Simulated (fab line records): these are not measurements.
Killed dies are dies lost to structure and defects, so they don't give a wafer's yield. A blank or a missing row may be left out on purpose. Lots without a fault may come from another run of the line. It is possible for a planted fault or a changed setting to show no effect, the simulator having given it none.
fab line records	flow n5Finfet
record lots=5	wafers=15	lastDay=17
route steps=1938 shown MOL_CONTACT_COAG@547
lots untouched by any fault: they come from a run of this same line in which no faults occurred
startH: start of the lot's first displayed wafer, in hours after the record's first day	waitH: time in hours since the lot's previous step	" the same as in the row above	L1.1+2: several wafers, shown together as one row	- no value, or no start was given	* or withheld: withheld	< > ~ a bound
route shown NAME@n: a module of which the file shows steps, and the number in the route of the first	usual: the fault-free wafers' mean and standard deviation	same: alike in all rows	chamber/n: place in a boat	sites: the reading at each site	_std_site: standard deviation of those values	_edge_site: inner sites' mean taken away from outer sites' mean	radiusMm: for every site, how far away it sits from the centre of the wafer	mask NAME#n: copy n	behind: the most recent tool/chamber to have shaped the wafer	hold: what put the lot on hold/how long, in hours/how the hold closed	device: which transistor (n, p or np) failed to switch	end of line: the same wafers' tests at the end of the route	where a step has no rows: the recipe by itself	killed: at the first sort, the dies lost to defects and structure; wafer yield is something else	map: per-die view of a wafer (x killed, . not killed, _ where there is no die)
set.NAME: the run value of the setting; set.NAME@STEP: its run value at that earlier step	model.NAME: the simulator's own value behind a step, which no gauge read
a table for each step, a row for each wafer; lots at some steps of the route
services: when a tool's chamber went out of use (startH, in hours from the record's first day, below 0 if earlier), for how many hours, and the reason
## steps
# step N5_MOL_CONTACT_COAG_SPUTTER_143
# recipe material=Co	targetThkA=25	tempC=25	chamberPressurePa=0.2
# usual throttleValvePct=30.1/1.1
lot.wafer	tool	chamber	startH	waitH	throttleValvePct
L075.1	pvdSputter-01	-	97.50	0.0	31.6
L075.3	"	-	"	"	31.4
L075.5	"	-	"	"	31.5
L078.1	pvdSputter-02	-	113.13	0.0	28.2
L078.3	"	-	"	"	30.0
L078.6	"	-	"	"	28.1
L080.2	pvdSputter-03	-	132.08	0.0	30.4
L080.4	"	-	"	"	30.9
L080.5	"	-	"	"	30.3
L092.1	pvdSputter-01	-	200.45	0.0	31.0
L092.3	"	-	"	"	29.5
L092.4	"	-	"	"	31.6
L093.2	pvdSputter-02	-	202.71	0.0	28.3
L093.3	"	-	"	"	29.8
L093.6	"	-	"	"	29.2
# step N5_MOL_CONTACT_COAG_CO_FILL_22
# recipe material=Co	targetThkA=200	tempC=200	precursor=CCTBA/H2	pressureTorr=30
# usual chamberPressureTorr=30.00/0.062	heaterPowerW=226/17
lot.wafer	tool	chamber	startH	waitH	chamberPressureTorr	heaterPowerW
L075.1	cvdCo-01	2	97.63	0.1	29.97	194
L075.3	"	1	"	"	30.00	220
L075.5	"	1	"	"	30.06	225
L078.1	cvdCo-02	2	113.25	0.1	29.95	221
L078.3	"	1	"	"	29.86	248
L078.6	"	1	"	"	29.97	250
L080.2	cvdCo-02	0	132.20	0.1	30.03	234
L080.4	"	0	"	"	29.98	235
L080.5	"	1	"	"	29.92	252
L092.1	cvdCo-02	0	200.57	0.1	29.97	237
L092.3	"	2	"	"	29.96	220
L092.4	"	2	"	"	30.14	224
L093.2	cvdCo-01	2	202.83	0.1	29.96	196
L093.3	"	1	"	"	29.99	218
L093.6	"	1	"	"	29.98	223
# step N5_MOL_CONTACT_COAG_ANNEAL_113
# recipe tempC=400	timeS=300	ambient=H2/N2
# usual lampPowerPct=2.74/0.057	wafer_temp_C_max=401.8/0.58
lot.wafer	tool	chamber	startH	waitH	lampPowerPct	wafer_temp_C_max
L075.1	rtpAnneal-01	0	98.24	0.3	2.69	401.1
L075.3	"	0	"	"	2.68	401.4
L075.5	"	0	"	"	2.68	401.1
L078.1	rtpAnneal-02	0	113.86	0.3	2.80	402.6
L078.3	"	0	"	"	2.80	402.5
L078.6	"	0	"	"	2.80	401.8
L080.2	rtpAnneal-01	0	132.97	0.5	2.68	401.2
L080.4	"	0	"	"	2.68	401.5
L080.5	"	0	"	"	2.68	402.0
L092.1	rtpAnneal-01	0	201.19	0.3	2.69	401.0
L092.3	"	0	"	"	2.69	401.3
L092.4	"	0	"	"	2.68	401.3
L093.2	rtpAnneal-02	0	204.02	0.9	2.80	402.2
L093.3	"	0	"	"	2.79	402.5
L093.6	"	0	"	"	2.80	402.4
# step N5_MOL_CONTACT_COAG_PRE_CLEAN_142
# recipe gas=H2/He	timeS=60	tempC=300
# usual heaterPowerW=481/48
lot.wafer	tool	chamber	startH	waitH	heaterPowerW
L075.1	pvdSputter-01	-	100.12	1.7	480
L075.3	"	-	"	"	528
L075.5	"	-	"	"	480
L078.1	pvdSputter-03	-	115.36	1.3	439
L078.3	"	-	"	"	449
L078.6	"	-	"	"	528
L080.2	pvdSputter-03	-	134.04	0.9	452
L080.4	"	-	"	"	536
L080.5	"	-	"	"	433
L092.1	pvdSputter-01	-	202.75	1.4	548
L092.3	"	-	"	"	485
L092.4	"	-	"	"	496
L093.2	pvdSputter-03	-	205.36	1.2	429
L093.3	"	-	"	"	453
L093.6	"	-	"	"	454
# step N5_MOL_CONTACT_COAG_SPUTTER_130
# recipe material=Co	targetThkA=475	tempC=25	chamberPressurePa=0.5	powerW=3000
# usual throttleValvePct=30.3/1
lot.wafer	tool	chamber	startH	waitH	throttleValvePct
L075.1	pvdSputter-01	-	100.18	0.0	31.6
L075.3	"	-	"	"	31.4
L075.5	"	-	"	"	31.6
L078.1	pvdSputter-03	-	115.42	0.0	31.3
L078.3	"	-	"	"	29.4
L078.6	"	-	"	"	30.2
L080.2	pvdSputter-03	-	134.10	0.0	29.2
L080.4	"	-	"	"	30.6
L080.5	"	-	"	"	30.8
L092.1	pvdSputter-01	-	202.81	0.0	31.5
L092.3	"	-	"	"	31.3
L092.4	"	-	"	"	31.1
L093.2	pvdSputter-03	-	205.42	0.0	31.4
L093.3	"	-	"	"	30.9
L093.6	"	-	"	"	29.1
# step N5_MOL_CONTACT_COAG_PRECLEAN_125
# recipe chemistry=DIW	timeS=57.5	tempC=23
lot.wafer	tool	chamber	startH	waitH
L075.1+3+5	wetBench-03	4,7,6	100.32	0.1
L078.1+3+6	wetBench-02	6,5,1	115.55	0.1
L080.2+4+5	wetBench-02	4,6,5	134.23	0.1
L092.1+3+4	wetBench-03	0,6,3	202.94	0.1
L093.2+3+6	wetBench-02	7,0,3	205.55	0.1
# step N5_MOL_CONTACT_COAG_SRD_126
# recipe dryTimeS=32	dry=n2Spin	spinRpm=1500
lot.wafer	tool	chamber	startH	waitH
L075.1+3+5	wetBench-03	4,7,6	100.34	0.0
L078.1+3+6	wetBench-02	6,5,1	115.59	0.0
L080.2+4+5	wetBench-02	4,6,5	134.25	0.0
L092.1+3+4	wetBench-03	0,6,3	202.96	0.0
L093.2+3+6	wetBench-02	7,0,3	205.57	0.0
# step N5_MOL_CONTACT_COAG_CMP_23
# recipe stopOn=SiO2	tOverpolishS=1.5	postCmpClean=cuAlkaline	downForcePsi=2	platenRpm=50.289	padVelocityMS=1.0006	targetThkNm=0
# usual motorCurrentA=8.0/0.54	overpolishRunS=1.501/0.0087	padLifeWafers=1005/530	timeToEndpointS=10.0/2
lot.wafer	tool	chamber	startH	waitH	motorCurrentA	overpolishRunS	padLifeWafers	timeToEndpointS
L075.1	cmp-02	1	100.41	0.1	8.1	1.484	1069	10.9
L075.3	"	3	"	"	7.6	1.512	1071	8.7
L075.5	"	0	"	"	7.5	1.501	-	9.6
L078.3	cmp-03	3	115.70	0.1	7.9	1.501	434	8.2
L078.1	"	0	"	"	8.4	1.504	435	9.7
L078.6	"	1	"	"	7.6	1.491	-	10.7
L080.4	cmp-03	3	134.28	0.0	8.1	1.503	588	10.1
L080.2	"	0	"	"	7.8	1.495	589	11.0
L080.5	"	3	"	"	8.1	1.498	-	7.7
L092.3	cmp-02	3	202.99	0.0	7.8	1.516	1854	8.2
L092.1	"	0	"	"	8.2	1.507	1855	10.5
L092.4	"	2	"	"	8.3	1.499	1857	8.6
L093.3	cmp-02	0	205.60	0.0	7.5	1.499	1884	10.8
L093.2	"	3	"	"	7.4	1.505	1887	10.7
L093.6	"	1	"	"	7.9	1.497	-	9.7
# step N5_MOL_CONTACT_COAG_WET_ETCH_26
# recipe target=Co	targetDepthNm=13
lot.wafer	tool	chamber	startH	waitH
L075.1+3+5	wetBench-01	5,4,1	100.72	0.0
L078.1+3+6	wetBench-02	3,2,1	115.98	0.0
L080.2+4+5	wetBench-01	7,6,5	134.63	0.0
L092.1+3+4	wetBench-03	6,4,3	203.34	0.0
L093.2+3+6	wetBench-02	3,6,5	205.95	0.0
# step N5_MOL_CONTACT_COAG_WET_ETCH_116
# recipe chemistry=SC1-inhibited	targetDepthNm=4.6	dry=ipaMarangoni	rinseTimeS=30	rinseTempC=23
lot.wafer	tool	chamber	startH	waitH
L075.1+3+5	wetBench-01	5,4,1	100.87	0.0
L078.1+3+6	wetBench-02	3,2,1	116.28	0.0
L080.2+4+5	wetBench-01	7,6,5	134.78	0.0
L092.1+3+4	wetBench-03	6,4,3	203.49	0.0
L093.2+3+6	wetBench-02	3,6,5	206.12	0.0
# step N5_MOL_CONTACT_COAG_ALD_27
# recipe material=SiOC	targetThkA=170	tempC=400	aldPrecursorFamily=carbosiloxane	aldCoReactant=H2-plasma	pulseTimeS=1.5	timeS=2720	purgeTimeS=2	coReactantPurgeTimeS=2	aldCycles=340	pressureTorr=2
# usual chamberPressureTorr=2.000/0.0041	heaterPowerW=875/67	precursorPulseHeightRel=1.000/0.019
# same aldCycles=340	pulseTimeS=1.5	purgeTimeS=2
lot.wafer	tool	chamber	startH	waitH	chamberPressureTorr	heaterPowerW	precursorPulseHeightRel
L075.1	aldSin-04	2	101.19	0.0	1.996	986	1.012
L075.3	"	3	"	"	1.999	822	0.994
L075.5	"	3	"	"	2.001	826	0.983
L078.1	aldSin-04	2	116.89	0.0	1.998	1012	0.980
L078.3	"	3	"	"	2.003	804	1.011
L078.6	"	2	"	"	2.001	980	1.009
L080.2	aldSin-02	3	135.10	0.0	1.997	834	0.968
L080.4	"	1	"	"	2.000	846	1.008
L080.5	"	2	"	"	2.011	913	1.004
L092.1	aldSin-01	2	203.81	0.0	1.999	819	1.018
L092.3	"	1	"	"	2.002	894	1.022
L092.4	"	0	"	"	2.002	951	1.001
L093.2	aldSin-01	2	207.12	0.7	2.002	831	1.006
L093.3	"	0	"	"	1.998	953	1.027
L093.6	"	2	"	"	2.003	840	1.034
# step N5_MOL_CONTACT_COAG_CMP_28
# recipe stopOn=SiNx	tOverpolishS=0.85	postCmpClean=alkalineBrush	downForcePsi=4.15	platenRpm=51.8	padVelocityMS=1.0307	targetThkNm=14.522
# usual motorCurrentA=12.6/0.96	padLifeWafers=886/660	timeToEndpointS=4.4/2.1
lot.wafer	tool	chamber	startH	waitH	motorCurrentA	padLifeWafers	timeToEndpointS
L075.1	cmp-03	2	102.76	0.8	11.6	324	7.6
L075.3	"	0	"	"	12.2	326	10.1
L075.5	"	2	"	"	11.0	-	6.4
L078.3	cmp-02	3	118.49	0.8	12.1	1189	4.6
L078.1	"	0	"	"	12.2	1190	6.3
L078.6	"	3	"	"	12.2	-	3.0
L080.4	cmp-04	2	136.75	0.9	13.9	2072	3.5
L080.2	"	3	"	"	12.4	2073	4.2
L080.5	"	0	"	"	15.0	-	1.4
L092.1	cmp-04	1	205.52	0.9	11.7	492	0.1
L092.4	"	2	"	"	12.3	493	5.3
L092.3	"	0	"	"	14.7	495	3.8
L093.2	cmp-04	2	208.76	0.9	12.7	524	5.5
L093.3	"	3	"	"	12.1	525	4.6
L093.6	"	0	"	"	14.1	-	5.7
# step N5_MOL_CONTACT_COAG_THK_MEAS_29
# recipe reads=SiNx_of_GATE_CUT_PECVD_57+SiNx_of_GATE_CUT_SAC_CAP_01
# usual MD_CAP_THK=17.94/0.081
lot.wafer	tool	chamber	startH	waitH	MD_CAP_THK[nm]
L075.1	filmMetro-01	-	103.06	-	17.97
L075.3	"	-	"	"	17.92
L075.5	"	-	"	"	17.97
L078.1	filmMetro-02	-	118.75	-	18.08
L078.3	"	-	"	"	17.89
L078.6	"	-	"	"	18.00
L080.2	filmMetro-01	-	136.97	-	17.94
L080.4	"	-	"	"	17.88
L080.5	"	-	"	"	17.88
L092.1	filmMetro-01	-	205.82	-	17.90
L092.3	"	-	"	"	17.90
L092.4	"	-	"	"	18.02
L093.2	filmMetro-02	-	208.98	-	17.89
L093.3	"	-	"	"	17.77
L093.6	"	-	"	"	17.88
# step N5_MOL_CONTACT_COAG_ALD_123
# recipe material=SiNx	targetThkA=50	tempC=400	aldPrecursorFamily=SiH2I2	aldCoReactant=N2/H2-plasma	pulseTimeS=1	purgeTimeS=2	coReactantPurgeTimeS=2	aldCycles=100	pressureTorr=2
# usual chamberPressureTorr=2.000/0.0046	heaterPowerW=879/73	precursorPulseHeightRel=1.000/0.02
# same aldCycles=100	pulseTimeS=1	purgeTimeS=2
lot.wafer	tool	chamber	startH	waitH	chamberPressureTorr	heaterPowerW	precursorPulseHeightRel
L075.1	aldSin-04	2	104.44	1.4	1.999	992	0.982
L075.3	"	3	"	"	1.993	813	0.987
L075.5	"	2	"	"	2.002	1004	1.017
L078.1	aldSin-04	0	118.79	0.0	1.994	904	0.985
L078.3	"	2	"	"	2.004	991	1.024
L078.6	"	0	"	"	1.991	897	0.995
L080.2	aldSin-04	2	137.00	0.0	2.000	975	1.001
L080.4	"	0	"	"	2.001	921	1.029
L080.5	"	1	"	"	2.002	840	0.970
L092.1	aldSin-02	1	205.86	0.0	2.008	860	1.045
L092.3	"	3	"	"	1.994	815	1.009
L092.4	"	1	"	"	2.003	853	1.022
L093.2	aldSin-01	1	209.11	0.1	2.007	904	1.004
L093.3	"	2	"	"	2.008	822	1.017
L093.6	"	3	"	"	2.002	771	0.956
# step N5_MOL_CONTACT_COAG_PECVD_31
# recipe material=SiO2	targetThkA=460	tempC=400	precursor=TEOS/O2	pressureTorr=6.5	rfW=withheld	teosFlowSccm=withheld	gas=O2	flowSccm=2650	timeS=8.9
# usual chamberPressureTorr=6.500/0.015
lot.wafer	tool	chamber	startH	waitH	chamberPressureTorr
L075.1	pecvd-02	0	104.94	0.3	6.519
L075.3	"	2	"	"	6.497
L075.5	"	2	"	"	6.486
L078.1	pecvd-01	0	119.29	0.3	6.507
L078.3	"	1	"	"	6.493
L078.6	"	0	"	"	6.477
L080.2	pecvd-02	0	137.51	0.3	6.506
L080.4	"	1	"	"	6.523
L080.5	"	0	"	"	6.506
L092.1	pecvd-02	1	206.36	0.3	6.508
L092.3	"	2	"	"	6.512
L092.4	"	2	"	"	6.495
L093.2	pecvd-04	0	209.62	0.3	6.492
L093.3	"	1	"	"	6.514
L093.6	"	2	"	"	6.472
# step N5_MOL_CONTACT_COAG_COAT_75
# recipe resist=SOC	tempC=250	timeS=60	spinRpm=1500	resistThkNm=60
lot.wafer	tool	chamber	startH	waitH
L075.1+3+5	lithoTrack-05	0	105.00	0.0
L078.1+3+6	lithoTrack-02	0	119.35	0.0
L080.2+4+5	lithoTrack-01	0	137.56	0.0
L092.1+3+4	lithoTrack-01	0	206.42	0.0
L093.2+3+6	lithoTrack-01	0	209.67	0.0
# step N5_MOL_CONTACT_COAG_COAT_76
# recipe resist=SiARC	tempC=220	timeS=60	spinRpm=1500	resistThkNm=10
lot.wafer	tool	chamber	startH	waitH
L075.1+3+5	lithoTrack-05	0	-	-
L078.1+3+6	lithoTrack-02	0	-	-
L080.2+4+5	lithoTrack-01	0	-	-
L092.1+3+4	lithoTrack-01	0	-	-
L093.2+3+6	lithoTrack-01	0	-	-
# step N5_MOL_CONTACT_COAG_COAT_77
# recipe resist=underlayer	tempC=205	timeS=60	spinRpm=1500	resistThkNm=10
lot.wafer	tool	chamber	startH	waitH
L075.1+3+5	lithoTrack-05	0	-	-
L078.1+3+6	lithoTrack-02	0	-	-
L080.2+4+5	lithoTrack-01	0	-	-
L092.1+3+4	lithoTrack-01	0	-	-
L093.2+3+6	lithoTrack-01	0	-	-
# step N5_MOL_CONTACT_COAG_COAT_78
# recipe resist=CAR-EUV	spinRpm=1500	resistThkNm=40
lot.wafer	tool	chamber	startH	waitH
L075.1+3+5	lithoTrack-05	0	-	-
L078.1+3+6	lithoTrack-02	0	-	-
L080.2+4+5	lithoTrack-01	0	-	-
L092.1+3+4	lithoTrack-01	0	-	-
L093.2+3+6	lithoTrack-01	0	-	-
# step N5_MOL_CONTACT_COAG_EBR_80
# recipe solvent=PGMEA	ebrWidthMm=1.5
lot.wafer	tool	chamber	startH	waitH
L075.1+3+5	lithoTrack-05	0	-	-
L078.1+3+6	lithoTrack-02	0	-	-
L080.2+4+5	lithoTrack-01	0	-	-
L092.1+3+4	lithoTrack-01	0	-	-
L093.2+3+6	lithoTrack-01	0	-	-
# step N5_MOL_CONTACT_COAG_SOFTBAKE_79
# recipe tempC=110	timeS=60	resist=CAR-EUV
lot.wafer	tool	chamber	startH	waitH
L075.1+3+5	lithoTrack-05	0	-	-
L078.1+3+6	lithoTrack-02	0	-	-
L080.2+4+5	lithoTrack-01	0	-	-
L092.1+3+4	lithoTrack-01	0	-	-
L093.2+3+6	lithoTrack-01	0	-	-
# step N5_MOL_CONTACT_COAG_EXPOSE_81
# recipe maskId=VG	na=0.33	sourceShape=annular	sigmaInner=0.3	sigmaOuter=0.7	polarization=unpolarized	defocusNm=0	doseMj=59.5
# usual exposureDoseMJCm2=59.8/0.37	reticleTempC=23.00/0.11
# same sigmaInner=0.3
lot.wafer	tool	chamber	startH	waitH	mask	exposureDoseMJCm2	reticleTempC
L075.1	euvScanner-01	0	105.13	-	VG#0	59.6	22.91
L075.3	"	0	"	"	VG#0	59.5	22.74
L075.5	"	0	"	"	VG#0	59.5	22.92
L078.1	euvScanner-02	0	119.61	-	VG#0	60.1	23.09
L078.3	"	0	"	"	VG#0	60.2	23.08
L078.6	"	0	"	"	VG#0	60.1	22.98
L080.2	euvScanner-02	0	137.83	-	VG#0	60.1	22.94
L080.4	"	0	"	"	VG#0	60.2	22.90
L080.5	"	0	"	"	VG#0	60.2	22.84
L092.1	euvScanner-02	0	206.68	-	VG#0	60.2	22.82
L092.3	"	0	"	"	VG#0	60.0	22.82
L092.4	"	0	"	"	VG#0	60.1	22.73
L093.2	euvScanner-02	0	209.82	-	VG#0	60.2	22.83
L093.3	"	0	"	"	VG#0	60.2	23.05
L093.6	"	0	"	"	VG#0	60.2	22.99
# step N5_MOL_CONTACT_COAG_PEB_82
# recipe pebTempC=100	pebTimeS=60	resist=CAR-EUV
lot.wafer	tool	chamber	startH	waitH
L075.1+3+5	lithoTrack-05	0	105.21	0.1
L078.1+3+6	lithoTrack-02	0	119.69	0.1
L080.2+4+5	lithoTrack-05	0	137.90	0.1
L092.1+3+4	lithoTrack-01	0	206.76	0.1
L093.2+3+6	lithoTrack-01	0	209.89	0.1
# step N5_MOL_CONTACT_COAG_DEVELOP_83
# recipe developTimeS=30	developer=TMAH	resist=CAR-EUV	rinseLiquid=surfactantRinse	dry=airSpin	devTempC=23
lot.wafer	tool	chamber	startH	waitH
L075.1+3+5	lithoTrack-05	0	-	-
L078.1+3+6	lithoTrack-02	0	-	-
L080.2+4+5	lithoTrack-05	0	-	-
L092.1+3+4	lithoTrack-01	0	-	-
L093.2+3+6	lithoTrack-01	0	-	-
# step N5_MOL_CONTACT_COAG_CD_MEAS_84
# recipe targetCdNm=25.1	landingEnergyEv=500	detector=seInlens	polarity=opening
# usual cdNm=25.09/0.25
lot.wafer	tool	chamber	startH	waitH	cdNm
L075.1	cdSem-02	0	105.28	-	25.50
L075.3	"	0	"	"	25.39
L075.5	"	0	"	"	25.53
L078.1	cdSem-02	0	119.75	-	24.88
L078.3	"	0	"	"	24.96
L078.6	"	0	"	"	24.95
L080.2	cdSem-01	0	137.97	-	24.69
L080.4	"	0	"	"	24.32
L080.5	"	0	"	"	24.77
L092.1	cdSem-03	0	206.83	-	25.21
L092.3	"	0	"	"	25.22
L092.4	"	0	"	"	25.03
L093.2	cdSem-02	0	209.95	-	25.64
L093.3	"	0	"	"	25.29
L093.6	"	0	"	"	25.25
# step N5_MOL_CONTACT_COAG_OVL_MEAS_85
# recipe pointsPerWafer=522
# usual VG_OVL=-0.1/0.73
lot.wafer	tool	chamber	startH	waitH	VG_OVL[nm]
L075.1	overlay-01	0	105.31	0.0	-0.1
L075.3	"	0	"	"	0.0
L075.5	"	0	"	"	0.5
L078.1	overlay-02	0	119.78	0.0	1.0
L078.3	"	0	"	"	-0.4
L078.6	"	0	"	"	-0.1
L080.2	overlay-01	0	138.00	0.0	-0.5
L080.4	"	0	"	"	-0.1
L080.5	"	0	"	"	0.3
L092.1	overlay-01	0	206.86	0.0	-1.4
L092.3	"	0	"	"	-2.4
L092.4	"	0	"	"	-0.3
L093.2	overlay-01	0	209.99	0.0	0.2
L093.3	"	0	"	"	-0.7
L093.6	"	0	"	"	-0.5
# step N5_MOL_CONTACT_COAG_INSPECT_57
# recipe mode=adi	inspectInstrument=brightfield
# usual rawDefectCount=215/64
lot.wafer	tool	chamber	startH	waitH	rawDefectCount
L075.1	defectInspect-01	-	105.37	0.1	169
L075.3	"	-	"	"	197
L075.5	"	-	"	"	183
L078.1	defectInspect-02	-	119.84	0.1	213
L078.3	"	-	"	"	286
L078.6	"	-	"	"	249
L080.2	defectInspect-01	-	138.06	0.0	160
L080.4	"	-	"	"	185
L080.5	"	-	"	"	150
L092.1	defectInspect-01	-	206.91	0.1	226
L092.3	"	-	"	"	145
L092.4	"	-	"	"	104
L093.2	defectInspect-01	-	210.04	0.0	314
L093.3	"	-	"	"	313
L093.6	"	-	"	"	322
# step N5_MOL_CONTACT_COAG_DESCUM_88
# recipe chemistry=O2	timeS=7	sourcePowerW=50	biasPowerW=20	pressureMtorr=20	rfFrequencyHz=2.712e+07	tempC=40	resist=CAR-EUV	o2FlowSccm=225
# usual drypumpMotorCurrentA=5.6/0.43	oesProductAu=0.76/0.073	rfFwdPowerW=49.31/0.22	rfVppV=243.0/1.4	showerheadPlenumPTorr=2.08/0.08	throttleValvePct=20.36/0.19
lot.wafer	tool	chamber	startH	waitH	drypumpMotorCurrentA	oesProductAu	rfFwdPowerW	rfHoursCounterH	rfVppV	showerheadPlenumPTorr	throttleValvePct
L075.1	rieDiel-04	2	105.40	0.0	5.7	0.88	49.53	34	242.1	2.05	20.10
L075.3	"	1	"	"	6.4	0.73	49.38	206	244.8	2.14	20.44
L075.5	"	3	"	"	5.8	0.77	49.39	-	244.1	2.08	20.09
L078.1	rieDiel-04	3	119.98	0.1	5.8	0.77	49.46	132	242.9	2.08	20.08
L078.3	"	1	"	"	6.4	0.72	49.42	210	243.4	2.14	20.47
L078.6	"	3	"	"	5.8	0.77	49.48	-	242.4	2.08	20.09
L080.2	rieDiel-04	3	138.09	0.0	5.8	0.76	49.44	141	243.4	2.08	20.11
L080.4	"	1	"	"	6.4	0.72	49.63	-	242.4	2.13	20.47
L080.5	"	3	"	"	5.8	0.75	49.31	-	243.8	2.08	20.11
L092.1	rieDiel-01	2	206.99	0.1	6.4	0.87	49.45	59	244.3	2.22	20.33
L092.3	"	0	"	"	5.0	0.71	49.39	206	243.1	2.09	20.65
L092.4	"	3	"	"	4.9	0.84	49.55	-	244.2	2.21	20.21
L093.2	rieDiel-01	2	210.08	0.0	6.4	0.86	49.64	60	243.6	2.22	20.35
L093.3	"	0	"	"	4.9	0.71	49.13	207	242.6	2.09	20.64
L093.6	"	3	"	"	4.9	0.84	49.51	-	245.0	2.21	20.21
# step N5_MOL_CONTACT_COAG_ETCH_89
# recipe chemistry=N2/H2	target=underlayer	targetDepthA=130	maskMaterial=CAR-EUV	timeS=10.4	ionEnergyEv=200	pressureMtorr=30	sourceW=840	biasW=150	n2FlowSccm=200	h2FlowSccm=200	ends=cleared
# usual drypumpMotorCurrentA=5.6/0.43	etchRfOnTimeS=10.43/0.22	oesProductAu=0.65/0.061	rfFwdPowerW=819.1/2.4	rfVppV=523.6/2.7	showerheadPlenumPTorr=2.54/0.097	throttleValvePct=17.85/0.2
lot.wafer	tool	chamber	startH	waitH	drypumpMotorCurrentA	etchRfOnTimeS	oesProductAu	rfFwdPowerW	rfHoursCounterH	rfVppV	showerheadPlenumPTorr	throttleValvePct
L075.1	rieDiel-04	2	105.43	0.0	5.7	10.53	0.75	820.4	34	522.6	2.49	17.45
L075.3	"	1	"	"	6.4	10.69	0.61	819.2	206	524.8	2.62	17.94
L075.5	"	3	"	"	5.8	10.28	0.66	816.2	-	525.4	2.56	17.86
L078.1	rieDiel-04	3	120.01	0.0	5.8	10.22	0.66	818.2	132	524.8	2.56	17.88
L078.3	"	1	"	"	6.4	10.77	0.61	818.9	210	525.6	2.61	17.96
L078.6	"	3	"	"	5.8	10.22	0.67	819.2	-	522.4	2.56	17.87
L080.2	rieDiel-04	3	138.13	0.0	5.8	10.06	0.65	819.4	141	522.3	2.56	17.87
L080.4	"	1	"	"	6.4	10.70	0.61	817.9	-	526.2	2.61	17.96
L080.5	"	3	"	"	5.8	10.16	0.66	816.6	-	525.8	2.55	17.87
L092.1	rieDiel-01	2	207.03	0.0	6.4	10.33	0.74	820.6	59	529.0	2.70	17.86
L092.3	"	0	"	"	4.9	10.79	0.60	821.6	206	524.4	2.50	17.89
L092.4	"	3	"	"	4.9	10.27	0.71	821.9	-	527.4	2.70	17.68
L093.2	rieDiel-01	2	210.11	0.0	6.4	10.27	0.73	812.9	60	528.6	2.70	17.84
L093.3	"	0	"	"	5.0	10.83	0.60	820.1	207	523.4	2.50	17.87
L093.6	"	3	"	"	4.9	10.25	0.72	818.2	-	528.8	2.69	17.68
# step N5_MOL_CONTACT_COAG_ETCH_90
# recipe chemistry=CF4	target=SiARC	targetDepthA=130	maskMaterial=CAR-EUV	timeS=21.7	ionEnergyEv=80	pressureMtorr=40	sourceW=545	biasW=36	Ar_flow_sccm=100	cf4FlowSccm=100	ends=cleared
# usual drypumpMotorCurrentA=5.6/0.43	etchRfOnTimeS=21.7/0.44	oesProductAu=0.65/0.062	rfFwdPowerW=531.4/1.5	rfVppV=184.1/1.2	showerheadPlenumPTorr=2.14/0.076	throttleValvePct=15.61/0.19
lot.wafer	tool	chamber	startH	waitH	drypumpMotorCurrentA	etchRfOnTimeS	oesProductAu	rfFwdPowerW	rfHoursCounterH	rfVppV	showerheadPlenumPTorr	throttleValvePct
L075.1	rieDiel-04	2	105.45	0.0	5.7	21.9	0.76	532.4	34	184.2	2.11	15.38
L075.3	"	1	"	"	6.4	22.1	0.62	530.2	206	185.3	2.20	15.79
L075.5	"	3	"	"	5.8	21.2	0.67	534.7	-	184.2	2.16	15.47
L078.1	rieDiel-04	3	120.03	0.0	5.8	21.4	0.66	530.1	132	183.5	2.16	15.50
L078.3	"	1	"	"	6.4	22.2	0.61	531.9	210	185.4	2.20	15.81
L078.6	"	3	"	"	5.8	21.3	0.66	530.5	-	185.4	2.16	15.47
L080.2	rieDiel-04	3	138.15	0.0	5.8	21.3	0.66	532.0	141	184.5	2.15	15.51
L080.4	"	1	"	"	6.4	22.2	0.61	528.5	-	185.5	2.19	15.80
L080.5	"	3	"	"	5.8	21.3	0.66	532.7	-	182.7	2.15	15.50
L092.1	rieDiel-01	2	207.05	0.0	6.4	21.6	0.73	534.3	59	185.3	2.27	15.45
L092.3	"	0	"	"	4.9	22.7	0.60	529.4	206	183.7	2.12	15.69
L092.4	"	3	"	"	4.9	21.5	0.72	529.4	-	185.4	2.25	15.33
L093.2	rieDiel-01	2	210.13	0.0	6.4	21.7	0.74	530.3	60	184.6	2.27	15.46
L093.3	"	0	"	"	4.9	22.6	0.60	532.9	207	182.9	2.12	15.71
L093.6	"	3	"	"	4.9	21.5	0.72	530.9	-	186.8	2.25	15.33
# step N5_MOL_CONTACT_COAG_ALD_131
# recipe material=SiO2	targetThkA=50	tempC=100	aldPrecursorFamily=BDEAS	aldCoReactant=O2-plasma	pulseTimeS=1	coReactantPulseTimeS=1	purgeTimeS=2	coReactantPurgeTimeS=2	aldCycles=35	pressureTorr=2
# usual chamberPressureTorr=2.000/0.0042	heaterPowerW=80/6.6	precursorPulseHeightRel=0.998/0.019
# same aldCycles=35	pulseTimeS=1	purgeTimeS=2
lot.wafer	tool	chamber	startH	waitH	chamberPressureTorr	heaterPowerW	precursorPulseHeightRel
L075.1	aldSin-04	1	105.53	0.1	2.003	76	1.000
L075.3	"	0	"	"	2.000	82	0.965
L075.5	"	0	"	"	2.009	81	0.973
L078.1	aldSin-01	0	120.11	0.1	2.003	88	1.013
L078.3	"	2	"	"	2.008	76	1.011
L078.6	"	3	"	"	2.005	70	0.998
L080.2	aldSin-01	3	138.23	0.1	2.004	73	1.015
L080.4	"	1	"	"	2.002	82	0.999
L080.5	"	1	"	"	2.002	80	1.016
L092.1	aldSin-02	0	207.20	0.1	1.998	89	0.990
L092.3	"	1	"	"	1.995	78	0.996
L092.4	"	1	"	"	2.001	76	1.012
L093.2	aldSin-01	0	210.44	0.3	2.000	87	1.024
L093.3	"	3	"	"	1.999	72	0.976
L093.6	"	3	"	"	2.005	73	1.029
## services
tool	chamber	startH	hours	kind
rieDiel-01	-	76.56	0.6	repair
aldSin-01	-	85.25	14.0	pm
aldSin-02	1	85.55	8.5	repair
euvScanner-02	-	88.95	1.0	pm
cmp-04	-	94.88	1.7	repair
cmp-02	-	96.15	0.2	repair
cmp-03	-	98.68	2.0	repair
pvdSputter-01	-	103.02	8.4	repair
pecvd-02	-	105.74	2.8	pm
rieDiel-04	1	107.92	4.6	repair
wetBench-02	-	110.80	1.1	repair
cmp-02	-	112.12	4.4	pm
pvdSputter-01	-	119.50	1.5	repair
aldSin-02	-	122.03	1.1	repair
euvScanner-02	-	126.84	4.6	pm
euvScanner-02	-	132.83	0.4	repair
cmp-04	-	141.14	4.0	pm
euvScanner-02	-	147.46	1.0	pm
cmp-02	-	150.48	1.0	repair
rieDiel-04	2	158.20	4.0	repair
euvScanner-02	-	165.35	12.0	pm
rieDiel-04	1	175.91	66.9	repair
aldSin-01	3	199.16	1.6	repair
euvScanner-02	-	201.25	1.0	pm
## key
fault none
